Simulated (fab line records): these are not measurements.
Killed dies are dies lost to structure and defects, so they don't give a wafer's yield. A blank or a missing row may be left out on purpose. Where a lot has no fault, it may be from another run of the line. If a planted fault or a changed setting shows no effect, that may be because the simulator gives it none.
fab line records	flow n5-finfet
[record] lots = 6	wafers = 18	last-day = 17
route steps=1938 shown PASSIVATION@1918 END@1938
lots untouched by any fault: they come from a run of this same line in which no faults occurred
start-h: the number of hours between the record's first day and the start of the first shown wafer of the lot	wait-h: time in hours since the lot's previous step	" unchanged from the row above	L1.1+2: a row that stands for several wafers	- no value present, or no start provided	* or withheld: withheld	< > ~ a bound
route shown NAME@n: names a module that has steps shown in the file, with the first one's number in the route	usual: mean/standard deviation of fault-free wafers	same: alike in all rows	chamber/n: place in a boat	sites: readings site by site	_std_site: the standard deviation of these	_edge_site: the outer-site mean with the inner-site mean subtracted	radius-mm: for every site, how far away it sits from the centre of the wafer	mask NAME#n: copy n	behind: the tool/chamber that last shaped the wafer	hold: cause of the lot's hold/its duration in hours/its outcome	device: whichever transistor did not switch (one of n, p or np)	end of line: tests of these same wafers at the route's end	a step with no rows: only its recipe	killed: at the first sort, the dies lost to defects and structure; wafer yield is something else	map: a wafer's dies, x killed, . not, _ none there
set.NAME: the setting that was run; set.NAME@STEP: the one run at that earlier step	model.NAME: the simulator's own value behind a step, which no gauge read
lots seen at some steps along the route; tables by step, rows by wafer
services: a tool's chamber out of use, with start hour (start-h, from the record's first day; less than 0 if before it), hours out, and reason
[[steps]]
[step N5_PASSIVATION_COAT_38]
[recipe] spin-rpm = 3000	resist-thk-nm = withheld
[step N5_PASSIVATION_EBR_40]
[recipe] solvent = PGMEA	ebr-width-mm = 1.5
[step N5_PASSIVATION_SOFTBAKE_39]
[recipe] temp-c = 110	time-s = 120
[step N5_PASSIVATION_EXPOSE_41]
[recipe] mask-id = PASS_OPEN	na = 0.55	defocus-nm = 0	source-shape = conventional	sigma-outer = 0.8	polarization = unpolarized	target-cd-nm = 40000	dose-mj = 57.25
[step N5_PASSIVATION_PEB_42]
[recipe] peb-temp-c = withheld	peb-time-s = *
[step N5_PASSIVATION_DEVELOP_43]
[recipe] develop-time-s = 60	rinse-liquid = diw	dry = air-spin	dev-temp-c = 21
[step N5_PASSIVATION_HARDBAKE_45]
[recipe] temp-c = 130	time-s = 120
[step N5_PASSIVATION_CD_MEAS_44]
[recipe] target-cd-nm = 40000	landing-energy-ev = 500	detector = se-inlens
[usual] cd-nm = 40000/3
lot.wafer	tool	chamber	start-h	wait-h	cd-nm
L804.1	cd-sem-01	0	268.84	-	39997
L804.5	"	0	"	"	40000
L804.6	"	0	"	"	40001
L810.1	cd-sem-03	0	308.47	-	40001
L810.4	"	0	"	"	40002
L810.6	"	0	"	"	40003
L814.1	cd-sem-02	0	335.25	-	40004
L814.3	"	0	"	"	40003
L814.4	"	0	"	"	40004
L821.2	cd-sem-02	0	373.75	-	39999
L821.4	"	0	"	"	40000
L821.5	"	0	"	"	39999
L820.2	cd-sem-03	0	386.36	-	40005
L820.3	"	0	"	"	40003
L820.6	"	0	"	"	40006
L825.3	cd-sem-01	0	411.69	-	39993
L825.4	"	0	"	"	39996
L825.5	"	0	"	"	39997
[step N5_PASSIVATION_OVL_MEAS_66]
[recipe] points-per-wafer = 44
[usual] PASS_OPEN_OVL = 0/5
lot.wafer	tool	chamber	start-h	wait-h	PASS_OPEN_OVL[nm]
L804.1	overlay-02	0	268.87	0.0	3
L804.5	"	0	"	"	-1
L804.6	"	0	"	"	-2
L810.1	overlay-01	0	308.50	0.0	9
L810.4	"	0	"	"	2
L810.6	"	0	"	"	3
L814.1	overlay-02	0	335.28	0.0	-1
L814.3	"	0	"	"	-2
L814.4	"	0	"	"	-1
L821.2	overlay-02	0	373.78	0.0	4
L821.4	"	0	"	"	1
L821.5	"	0	"	"	5
L820.2	overlay-01	0	386.39	0.0	-6
L820.3	"	0	"	"	0
L820.6	"	0	"	"	-2
L825.3	overlay-01	0	411.72	0.0	0
L825.4	"	0	"	"	8
L825.5	"	0	"	"	5
[step N5_PASSIVATION_INSPECT_67]
[recipe] mode = adi	inspect-instrument = macro
[usual] raw-defect-count = 2.2/1.6
lot.wafer	tool	chamber	start-h	wait-h	raw-defect-count
L804.1	defect-inspect-02	-	268.89	0.0	1
L804.5	"	-	"	"	1
L804.6	"	-	"	"	3
L810.1	defect-inspect-01	-	308.52	0.0	0
L810.4	"	-	"	"	5
L810.6	"	-	"	"	3
L814.1	defect-inspect-02	-	335.31	0.0	4
L814.3	"	-	"	"	1
L814.4	"	-	"	"	0
L821.2	defect-inspect-01	-	373.80	0.0	3
L821.4	"	-	"	"	0
L821.5	"	-	"	"	3
L820.2	defect-inspect-01	-	386.42	0.0	2
L820.3	"	-	"	"	1
L820.6	"	-	"	"	3
L825.3	defect-inspect-01	-	411.74	0.0	2
L825.4	"	-	"	"	1
L825.5	"	-	"	"	2
[step N5_PASSIVATION_DESCUM_46]
[recipe] chemistry = O2	time-s = 7.9	source-power-w = 50	bias-power-w = 20	pressure-mtorr = 20	rf-frequency-hz = 2.712e+07	temp-c = 40	o2-flow-sccm = 225
[usual] drypump-motor-current-A = 5.7/0.51	o2-flow-sccm = 225.1/0.66	oes-product-au = 0.81/0.06	rf-vpp-V = 243.3/1.5	showerhead-plenum-p-Torr = 2.10/0.084	throttle-valve-pct = 20.39/0.17
lot.wafer	tool	chamber	start-h	wait-h	drypump-motor-current-A	o2-flow-sccm	oes-product-au	rf-hours-counter-h	rf-vpp-V	showerhead-plenum-p-Torr	throttle-valve-pct
L804.1	rie-diel-01	2	269.06	0.2	6.3	224.2	0.87	34	242.3	2.03	20.19
L804.5	"	2	"	"	6.3	225.2	0.87	-	241.6	2.03	20.17
L804.6	"	1	"	"	5.4	225.8	0.66	-	241.4	2.06	20.57
L810.1	rie-diel-01	3	308.56	0.0	5.7	226.4	0.78	89	243.7	2.02	20.48
L810.4	"	0	"	"	6.1	225.1	0.92	12	246.3	2.22	20.27
L810.6	"	0	"	"	6.1	225.3	0.93	-	245.7	2.23	20.27
L814.1	rie-diel-01	3	335.34	0.0	5.7	225.5	0.77	99	241.3	2.02	20.47
L814.3	"	2	"	"	6.4	224.4	0.84	56	243.6	2.02	20.21
L814.4	"	0	"	"	6.1	224.2	0.90	22	246.1	2.22	20.27
L821.2	rie-diel-06	0	373.84	0.0	5.3	225.7	0.79	83	243.4	2.22	20.63
L821.4	"	3	"	"	5.2	225.8	0.79	115	244.4	2.17	20.41
L821.5	"	3	"	"	5.2	224.6	0.78	-	243.1	2.17	20.41
L820.2	rie-diel-06	3	386.45	0.0	5.1	225.9	0.79	119	244.7	2.17	20.41
L820.3	"	1	"	"	6.6	223.9	0.73	179	241.7	1.99	20.58
L820.6	"	0	"	"	5.3	224.9	0.79	-	246.7	2.22	20.63
L825.3	rie-diel-06	0	411.77	0.0	5.3	224.7	0.78	96	244.3	2.22	20.64
L825.4	"	2	"	"	5.4	225.7	0.79	110	245.0	2.20	20.60
L825.5	"	0	"	"	5.3	224.6	0.79	-	244.7	2.22	20.64
[step N5_PASSIVATION_PASS_ETCH_47]
[recipe] chemistry = CF4/O2	target = SiNx	target-depth-a = 7700	time-s = 385	ion-energy-ev = 100	pressure-mtorr = 40	source-w = 535	bias-w = 49	Ar_flow_sccm = 100	cf4-flow-sccm = 100	O2_flow_sccm = 10
[usual] bias-w = 49.01/0.12	drypump-motor-current-A = 5.7/0.52	oes-product-au = 0.81/0.057	rf-vpp-V = 240.6/2.3	showerhead-plenum-p-Torr = 2.21/0.08	throttle-valve-pct = 15.84/0.13
lot.wafer	tool	chamber	start-h	wait-h	bias-w	drypump-motor-current-A	oes-product-au	rf-hours-counter-h	rf-vpp-V	showerhead-plenum-p-Torr	throttle-valve-pct
L804.1	rie-diel-01	2	269.09	0.0	48.87	6.4	0.87	34	238.8	2.16	15.70
L804.5	"	2	"	"	49.07	6.4	0.87	-	238.0	2.16	15.71
L804.6	"	1	"	"	49.13	5.3	0.67	-	241.1	2.18	16.15
L810.1	rie-diel-01	3	308.59	0.0	48.99	5.7	0.79	89	240.8	2.13	15.89
L810.4	"	0	"	"	49.22	6.1	0.92	12	240.1	2.35	15.76
L810.6	"	0	"	"	49.14	6.1	0.92	-	241.4	2.35	15.76
L814.1	rie-diel-01	3	335.38	0.0	49.08	5.8	0.78	99	241.0	2.12	15.93
L814.3	"	2	"	"	49.04	6.3	0.84	57	238.8	2.15	15.75
L814.4	"	0	"	"	48.95	6.1	0.89	22	241.6	2.35	15.79
L821.2	rie-diel-06	0	373.87	0.0	49.06	5.3	0.81	83	243.5	2.31	15.84
L821.4	"	3	"	"	48.88	5.1	0.79	115	245.2	2.29	15.86
L821.5	"	3	"	"	49.17	5.2	0.78	-	247.0	2.29	15.83
L820.2	rie-diel-06	3	386.48	0.0	49.06	5.2	0.78	120	245.8	2.29	15.87
L820.3	"	1	"	"	49.14	6.7	0.74	179	239.8	2.10	16.04
L820.6	"	0	"	"	48.72	5.3	0.80	-	243.9	2.31	15.86
L825.3	rie-diel-06	0	411.81	0.0	49.00	5.3	0.78	96	243.1	2.30	15.89
L825.4	"	2	"	"	49.04	5.4	0.80	110	241.1	2.30	15.97
L825.5	"	0	"	"	48.95	5.3	0.79	-	243.9	2.31	15.87
[step N5_PASSIVATION_ETCH_54]
[recipe] chemistry = CHF3/O2	target = SiO2	target-depth-a = 8800	CHF3_flow_sccm = 50	O2_flow_sccm = 5	Ar_flow_sccm = 200	time-s = 440	mask-material = PR	pressure-mtorr = 30	source-w = 650	bias-w = 170	ion-energy-ev = 200
[usual] bias-w = 170.0/0.5	drypump-motor-current-A = 5.7/0.52	oes-product-au = 0.81/0.056	rf-vpp-V = 524/4.9	showerhead-plenum-p-Torr = 2.42/0.092	throttle-valve-pct = 18.76/0.13
lot.wafer	tool	chamber	start-h	wait-h	bias-w	drypump-motor-current-A	oes-product-au	rf-hours-counter-h	rf-vpp-V	showerhead-plenum-p-Torr	throttle-valve-pct
L804.1	rie-diel-01	2	269.32	0.1	169.6	6.3	0.87	34	520	2.35	18.63
L804.5	"	2	"	"	168.9	6.4	0.87	-	520	2.35	18.63
L804.6	"	1	"	"	169.8	5.3	0.67	-	523	2.37	18.95
L810.1	rie-diel-01	3	308.82	0.1	170.5	5.7	0.78	89	525	2.33	18.84
L810.4	"	0	"	"	170.4	6.1	0.92	12	525	2.57	18.68
L810.6	"	0	"	"	170.4	6.1	0.92	-	525	2.57	18.69
L814.1	rie-diel-01	3	335.60	0.1	169.7	5.7	0.78	99	524	2.32	18.85
L814.3	"	2	"	"	170.7	6.4	0.83	57	519	2.34	18.67
L814.4	"	0	"	"	170.1	6.1	0.90	22	523	2.56	18.69
L821.2	rie-diel-06	0	374.10	0.1	170.1	5.3	0.80	83	530	2.53	18.82
L821.4	"	3	"	"	169.6	5.1	0.79	115	534	2.51	18.78
L821.5	"	3	"	"	169.6	5.1	0.79	-	534	2.50	18.80
L820.2	rie-diel-06	3	386.71	0.1	169.5	5.1	0.78	120	534	2.50	18.80
L820.3	"	1	"	"	169.6	6.7	0.74	179	523	2.29	18.90
L820.6	"	0	"	"	169.7	5.3	0.79	-	529	2.53	18.83
L825.3	rie-diel-06	0	412.04	0.1	169.4	5.3	0.79	96	529	2.52	18.85
L825.4	"	2	"	"	169.9	5.4	0.79	110	527	2.53	18.99
L825.5	"	0	"	"	169.9	5.3	0.78	-	530	2.52	18.85
[step N5_PASSIVATION_STRIP_48]
[recipe] chemistry = O2	power-w = 600	temp-c = 60	pressure-mtorr = 30	rf-frequency-hz = 6e+07	bias-power-w = 0	overash-fraction = 0.5	o2-flow-sccm = 225
[usual] drypump-motor-current-A = 5.7/0.52	o2-flow-sccm = 225.0/0.8	oes-product-au = 0.81/0.065	rf-vpp-V = 3.8/2.3	showerhead-plenum-p-Torr = 2.10/0.084	throttle-valve-pct = 16.63/0.17
lot.wafer	tool	chamber	start-h	wait-h	drypump-motor-current-A	o2-flow-sccm	oes-product-au	rf-hours-counter-h	rf-vpp-V	showerhead-plenum-p-Torr	throttle-valve-pct
L804.1	rie-diel-01	2	269.61	0.1	6.4	224.4	0.88	34	5.3	2.03	16.35
L804.5	"	2	"	"	6.4	225.4	0.89	-	2.5	2.03	16.45
L804.6	"	1	"	"	5.3	224.5	0.67	-	1.8	2.07	16.89
L810.1	rie-diel-01	3	309.11	0.1	5.8	225.6	0.75	89	0.7	2.03	16.71
L810.4	"	0	"	"	6.1	226.2	0.92	12	4.1	2.23	16.48
L810.6	"	0	"	"	6.1	225.0	0.94	-	1.6	2.23	16.44
L814.1	rie-diel-01	3	335.89	0.1	5.7	225.4	0.77	99	2.9	2.02	16.71
L814.3	"	2	"	"	6.3	225.0	0.84	57	5.8	2.03	16.46
L814.4	"	0	"	"	6.0	225.6	0.93	22	4.5	2.23	16.45
L821.2	rie-diel-06	0	374.39	0.1	5.3	226.2	0.84	83	0.5	2.23	16.81
L821.4	"	3	"	"	5.1	225.1	0.78	116	3.7	2.18	16.64
L821.5	"	3	"	"	5.2	225.0	0.77	-	4.9	2.18	16.70
L820.2	rie-diel-06	3	387.00	0.1	5.1	225.3	0.81	120	6.2	2.18	16.62
L820.3	"	1	"	"	6.7	225.1	0.70	180	2.6	1.99	16.87
L820.6	"	0	"	"	5.3	225.3	0.78	-	6.0	2.22	16.80
L825.3	rie-diel-06	0	412.33	0.1	5.3	225.1	0.78	97	0.9	2.22	16.83
L825.4	"	2	"	"	5.4	224.5	0.80	110	4.5	2.20	16.91
L825.5	"	0	"	"	5.3	224.8	0.76	-	3.1	2.22	16.84
[step N5_PASSIVATION_STRIP_52]
[recipe] chemistry = post-etch-residue-remover	time-s = 1200	temp-c = 72.5
[step N5_PASSIVATION_CLEAN_71]
[recipe] chemistry = IPA	time-s = 180	temp-c = 25
[step N5_PASSIVATION_SRD_72]
[recipe] dry = ipa-marangoni	time-s = 30	temp-c = 23	rinse-liquid = diw
[step N5_PASSIVATION_ANNEAL_56]
[recipe] temp-c = 400	time-s = 1800	ambient = FGA	idle-temp-c = 300	ramp-up-c-per-min = 5	ramp-down-c-per-min = 3
[step N5_PASSIVATION_PROBE_49]
[usual] defect-limited-yield = 91.5/1.6	killed_at_M0_to_M3 = 33/10	killed_at_M4_up = 13/5.6	killed-at-contacts = 13/6	killed-at-front-end = 39/12	killed-at-other = 3.0/2.8	killed-dies = 101/19	killed-on-rim = 13/4	killed-open = 65/13	killed-short = 32/8.3	sort_bin_5_function = 5.0/1	sort_bin_6_memory = 3.1/0.69	sort-n-pass = 1079/19	sort-yield-pct = 91.5/1.6
[same] gross-dies = 1180	killed-at-back-side = 0	sort_bin_4_leakage[%] = 0	sort_bin_8_speed[%] = 0
lot.wafer	tool	chamber	start-h	wait-h	defect-limited-yield[%]	killed_at_M0_to_M3	killed_at_M4_up	killed-at-contacts	killed-at-front-end	killed-at-other	killed-dies	killed-on-rim	killed-open	killed-short	sort_bin_5_function[%]	sort_bin_6_memory[%]	sort-n-pass	sort-yield-pct[%]
L810.4	prober-02	-	312.09	0.2	82.2	24	17	10	46	113	210	25	62	39	11.0	4.5	970	82.2
L810.6	prober-02	-	312.19	0.3	83.1	32	12	6	47	103	200	28	59	38	10.3	4.1	980	83.1
L814.4	prober-02	-	338.53	0.2	83.6	45	12	5	21	110	193	28	55	26	10.5	3.6	987	83.6
// killed by level:class
L810.4 PASSIVATION:unspecified=108 STI_FIN_REVEAL:geometric-particle:open=16 FIN_SAQP:geometric-particle:short=10 MOL_CONTACT_COAG:geometric-particle:open=8 BEOL_M0_SAQP:geometric-particle:short=7 BEOL_M0_SAQP:geometric-particle:open=6 BEOL_M4:geometric-particle:open=5 BEOL_M8:geometric-particle:open=5
L810.6 PASSIVATION:unspecified=99 STI_FIN_REVEAL:geometric-particle:open=13 BEOL_M0_SAQP:geometric-particle:short=9 FIN_SAQP:geometric-particle:short=8 FIN_SAQP:geometric-particle:open=6 BEOL_M0:geometric-particle:open=6 BEOL_M2:geometric-particle:open=6 BEOL_M4:geometric-particle:open=5
L814.4 PASSIVATION:unspecified=109 BEOL_M2:geometric-particle:open=16 BEOL_M3:geometric-particle:open=10 BEOL_M2:geometric-particle:short=5 FIN_SAQP:geometric-particle:open=4 MOL_CONTACT_COAG:geometric-particle:open=4 BEOL_M1:geometric-particle:open=4 BEOL_M4:geometric-particle:open=4
// map L810.4 (x killed, . not)
_________________x....x......________________
______________xxxxxxx.x..x......_____________
___________xxxxxxxxxxx......x...x..__________
__________xxxxxxxxxx.x.xx..........x_________
________xxxxxxxxxxxxx...x............._______
_______xxxxxxxxxxxxxxxx..x......x......______
______..xxxxxxxxxxxxxxx...x............._____
_____....xxxxxxxxxxxxx..................x____
____....xxxxxxxxxxx...x...............x...___
___...x....xxxxxxxx....................x...__
___........xxx.xx.....x.....x..............__
__..........x.x....xx.....x................._
__.................x.....xx........x...x...._
_...................................x......x.
_....................x.......x...............
_...........x.x.................x.......xx...
_.x.........x....x...........x...............
_..........x..x....................x.........
_...x..........x........x.................x..
_..x.........x...xx......xxx...xx............
_..........x...........................x.x...
__..x..........x....x....x.........x........_
__................x.....x.x.............x..._
___.......x....................x.......x...__
___..............x........x..x........x...x__
____......x.x.x..........x.x.x............___
_____..........x.......x........x........____
______.................................._____
_______.x..x..............x.x......x...______
________............x........x........_______
__________....x....................._________
___________...x.xx.................__________
______________..............x..._____________
_________________............________________
// map L814.4 (x killed, . not)
_________________xx....x.....________________
______________xxxx.x............_____________
___________xxxxxxxxxxxx.....x......__________
__________xxxxxxxxxx..x............._________
________xxxxxxxxxxxxxx................_______
_______.xxxxxxxxxxxxx.x.xx.............______
______...xxxxxxxxxxxxxx.....xx.x......x._____
_____...xxxxxxxxxxxxxxx.....x............____
____......xxxxxxxxx.xx...................x___
___.......xxxxxx.xx........................__
___..x..x....x.x..x...xx..................x__
__.x....xxx.xx.............................._
__x......x......x.x.................x......._
_.x.x..........................x.........x...
_.....x..............x.........x....x........
_...............................x..x.........
_............x.....x..............x..x..x....
_...........x...x..............x.............
_..x..........x..x...........................
_..............x.x............xx......x.x....
_.........x....x.............................
__..x........x............x................._
__........x.......x.....x..................._
___xx..............................x.......__
___......x.....................x...........__
____..............................xxx.....___
_____.....x..x.x...............x.....x...____
______.................................._____
_______.x.......x.....x................______
________.....................x........_______
__________......x......x....x......._________
___________.x......................__________
______________.................._____________
_________________...x.....x..________________
[step N5_PASSIVATION_INSPECT_57]
[recipe] inspect-instrument = macro	mode = outgoing
[usual] raw-defect-count = 1.8/1.2
lot.wafer	tool	chamber	start-h	wait-h	raw-defect-count
L804.1	defect-inspect-02	-	274.04	0.0	2
L804.5	"	-	"	"	5
L804.6	"	-	"	"	1
L810.1	defect-inspect-02	-	312.29	0.0	0
L810.4	"	-	"	"	>300
L810.6	"	-	"	"	>300
L814.1	defect-inspect-02	-	338.74	0.0	0
L814.3	"	-	"	"	1
L814.4	"	-	"	"	>300
L821.2	defect-inspect-02	-	377.25	0.0	0
L821.4	"	-	"	"	3
L821.5	"	-	"	"	2
L820.2	defect-inspect-01	-	389.84	0.0	3
L820.3	"	-	"	"	1
L820.6	"	-	"	"	1
L825.3	defect-inspect-02	-	415.17	0.0	1
L825.4	"	-	"	"	3
L825.5	"	-	"	"	1
[[services]]
tool	chamber	start-h	hours	kind
rie-diel-01	1	271.35	-	clean
rie-diel-01	1	271.35	-	consumable-replace:focus-ring
rie-diel-01	1	271.35	14.4	scheduled-down
rie-diel-01	1	271.35	14.4	vent-cycle
rie-diel-06	-	358.14	0.3	repair
rie-diel-01	1	368.16	6.0	repair
rie-diel-01	3	400.26	16.0	repair
[[key]]
[first-sign] step = N5_PASSIVATION_PROBE_49	reading = killed-at-other	direction = up	sigmas = 37	usual = 3.0	struck = 108.7
[effect] step = N5_PASSIVATION_PROBE_49	reading = defect-limited-yield	direction = down	sigmas = 5.3	usual = 91.5	struck = 83.0
[effect] step = N5_PASSIVATION_INSPECT_57	reading = raw-defect-count	direction = up	sigmas = 99+	usual = 1.8	struck = >300
[more-kills-born-at] N5_PASSIVATION_ETCH_54@rie-diel-01 = 316
met-at N5_PASSIVATION_ETCH_54
struck-wafers L810.4,L810.6,L814.4
[baseline-loss] step = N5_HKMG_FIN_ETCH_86	wafers = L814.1
[fault] kind = chamber-particle-source	tool = rie-diel-01	chamber = 0	onset-h = 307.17	steps = N5_PASSIVATION_ETCH_54	rate-per-visit-cm2 = 0.8633	end-h = 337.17
// baseline-loss: these wafers lose ten dies or more at that step, a loss of the line's own and not of a fault; the sort's usual values leave them out
